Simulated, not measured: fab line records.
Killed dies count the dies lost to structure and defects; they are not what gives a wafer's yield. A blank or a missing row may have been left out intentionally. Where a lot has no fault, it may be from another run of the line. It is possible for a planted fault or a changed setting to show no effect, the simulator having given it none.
Comparing a struck lot with a sound one	flow n5-finfet	17 steps out of a route of 1938
Sound: the wafers L934.1, L934.3, L934.6. Struck: wafer L940.5 (left out: L940.3, a lot-mate that was not struck); the cause follows at the end.
For every step that has rows: the tool of each side, followed by ch and its chambers, followed by its first start. Under that, the readings that differ: sound wafers	struck wafers	difference of the means	sigmas: that difference in standard deviations of wafers without a fault.
alike: readings whose means differ by less than 2 such deviations, and words and numbers that are the same on both sides. not compared: withheld readings, readings that some wafer has no value for, bounds like >300 that may hide the same value, and numbers for which the record gives no deviation and whose values overlap.
The two part at a step that has a row with sigmas, a row that says differs or no value, or rows on one side only. Numbers that don't overlap but have no deviation are shown without sigmas and don't part them. A reading that every wafer of one side lacks parts them only if that side has two wafers or more.

N5_MOL_CONTACT_COAG_INSPECT_42: inspects for defects (brightfield).
  sound on defect-inspect-01, day 8 22:29; struck on defect-inspect-01, day 10 05:50
  alike: raw-defect-count
then, 3 steps without rows for these wafers: N5_MOL_CONTACT_COAG_DESCUM_45 (chemistry O2, time 7 s); N5_MOL_CONTACT_COAG_ETCH_65 (etches underlayer in N2/H2, target depth 13 nm, time 10.4 s); N5_MOL_CONTACT_COAG_ETCH_66 (etches SiARC in CF4, target depth 13 nm, time 21.7 s).
N5_MOL_CONTACT_COAG_ALD_133: deposits SiO2, target thk 5 nm, pulse time 1 s, co reactant pulse time 1 s.
  sound on ald-sin-01 ch 2,3, day 8 23:00; struck on ald-sin-04 ch 1, day 10 06:12
  alike: heater-power-w, precursor-pulse-height-rel
N5_MOL_CONTACT_COAG_ETCHBACK_134: etches SiO2 in CHF3, target depth 10 nm, time 6.7 s.
  sound on rie-diel-05 ch 0,1, day 8 23:11; struck on rie-diel-03 ch 0, day 10 06:26
  alike: chamber-pressure-mTorr, drypump-motor-current-A, oes-product-au, rf-vpp-V, showerhead-plenum-p-Torr, throttle-valve-pct
  not compared: rf-hours-counter-h
N5_MOL_CONTACT_COAG_ETCH_67: etches SOC in N2/H2, target depth 60 nm, overetch 21 nm, time 101.2 s.
  sound on rie-diel-05 ch 0,1, day 8 23:13; struck on rie-diel-03 ch 0, day 10 06:28
  alike: chamber-pressure-mTorr, drypump-motor-current-A, oes-product-au, rf-vpp-V, showerhead-plenum-p-Torr, throttle-valve-pct
  not compared: rf-hours-counter-h
then, 4 steps without rows for these wafers: N5_MOL_CONTACT_COAG_STRIP_68 (strips in N2/H2); N5_MOL_CONTACT_COAG_STRIP_69 (strips in N2/H2); N5_MOL_CONTACT_COAG_ETCHBACK_136 (etches SiO2 in CHF3, target depth 25 nm, time 16.7 s); N5_MOL_CONTACT_COAG_STRIP_120 (strips in CHF3).
N5_MOL_CONTACT_COAG_VIA_ETCH_117: etches SiO2 in C4F6/O2, target depth 40 nm, overetch 8 nm, time 26 s.
  sound on rie-diel-05 ch 0,1, day 8 23:20; struck on rie-diel-03 ch 0, day 10 06:35
  alike: O2_flow_sccm, chamber-pressure-mTorr, drypump-motor-current-A, oes-product-au, rf-vpp-V, showerhead-plenum-p-Torr, throttle-valve-pct
  not compared: rf-hours-counter-h
N5_MOL_CONTACT_COAG_ETCH_124: etches SiNx in CH3F/O2, stops on SiOC, target depth 6.5 nm.
  sound on rie-diel-05 ch 0,1, day 8 23:22; struck on rie-diel-03 ch 0, day 10 06:37
reading	sound	struck	difference	sigmas
model.SOC_of_MOL_CONTACT_COAG_COAT_62.thk-nm (nm)	48.4 48.4 48.6	49.6	+1.1	
  alike: O2_flow_sccm, chamber-pressure-mTorr, drypump-motor-current-A, oes-product-au, rf-vpp-V, showerhead-plenum-p-Torr, throttle-valve-pct
  not compared: rf-hours-counter-h
N5_MOL_CONTACT_COAG_ETCH_48: etches SiOC in C4F6/O2, target depth 15 nm, overetch 4.5 nm, time 17 s.
  sound on rie-diel-05 ch 0,1, day 8 23:25; struck on rie-diel-03 ch 0, day 10 06:40
reading	sound	struck	difference	sigmas
model.SOC_of_MOL_CONTACT_COAG_COAT_62.thk-nm (nm)	45.8 45.8 46.2	47	+1	
  alike: O2_flow_sccm, chamber-pressure-mTorr, drypump-motor-current-A, oes-product-au, rf-vpp-V, showerhead-plenum-p-Torr, throttle-valve-pct
  not compared: rf-hours-counter-h
N5_MOL_CONTACT_COAG_STRIP_72: strips in N2/H2.
  sound on rie-diel-05 ch 0,1, day 8 23:28; struck on rie-diel-03 ch 0, day 10 06:43
  alike: chamber-pressure-mTorr, drypump-motor-current-A, oes-product-au, rf-vpp-V, showerhead-plenum-p-Torr, throttle-valve-pct
  not compared: rf-hours-counter-h
-- here the record skips 4 days between the struck wafers' starts before and after, leaving off in module MOL_CONTACT_COAG and picking up in module BEOL_M4 (first step shown: number 1111 of the route) --
N5_BEOL_M4_RC_MEAS_101:
  sound on prober-02 ch 0, day 12 04:28; struck on prober-01 ch 0, day 13 21:31
reading	sound	struck	difference	sigmas
DIBL_N (mV/V)	36.7 36.0 35.8	32.8	-3.4	-3
IOFF_N (nA/um)	0.191 0.167 0.155	0.116	-0.055	-2
IOFF_P (nA/um)	0.263 0.226 0.229	0.166	-0.073	-3
VT_N (mV)	244.6 249.2 249.6	256.3	+8.5	+3
VT_P (mV)	-242.8 -247.6 -249.3	-254.4	-7.8	-3
  alike: DIBL_P, ION_N, ION_P, SS_N, SS_P
-- a jump in the record: the struck wafers' starts before and after are 5 days apart (it breaks off in module BEOL_M4 and resumes in module PASSIVATION, where the first step shown is number 1936 of the route) --
N5_PASSIVATION_PROBE_49:
  sound on prober-01, day 16 09:26; struck on prober-01, day 18 09:52
reading	sound	struck	difference	sigmas
killed_at_M4_up	14 10 14	29	+16	+3
  alike: defect-limited-yield, killed_at_M0_to_M3, killed-at-contacts, killed-at-front-end, killed-at-other, killed-dies, killed-open, killed-short, sort_bin_5_function, sort_bin_6_memory, sort-n-pass, sort-yield-pct

== WHERE THEY PART ==
First at N5_BEOL_M4_RC_MEAS_101; last, within this record, at N5_PASSIVATION_PROBE_49.

WHY: whatever the simulator had introduced
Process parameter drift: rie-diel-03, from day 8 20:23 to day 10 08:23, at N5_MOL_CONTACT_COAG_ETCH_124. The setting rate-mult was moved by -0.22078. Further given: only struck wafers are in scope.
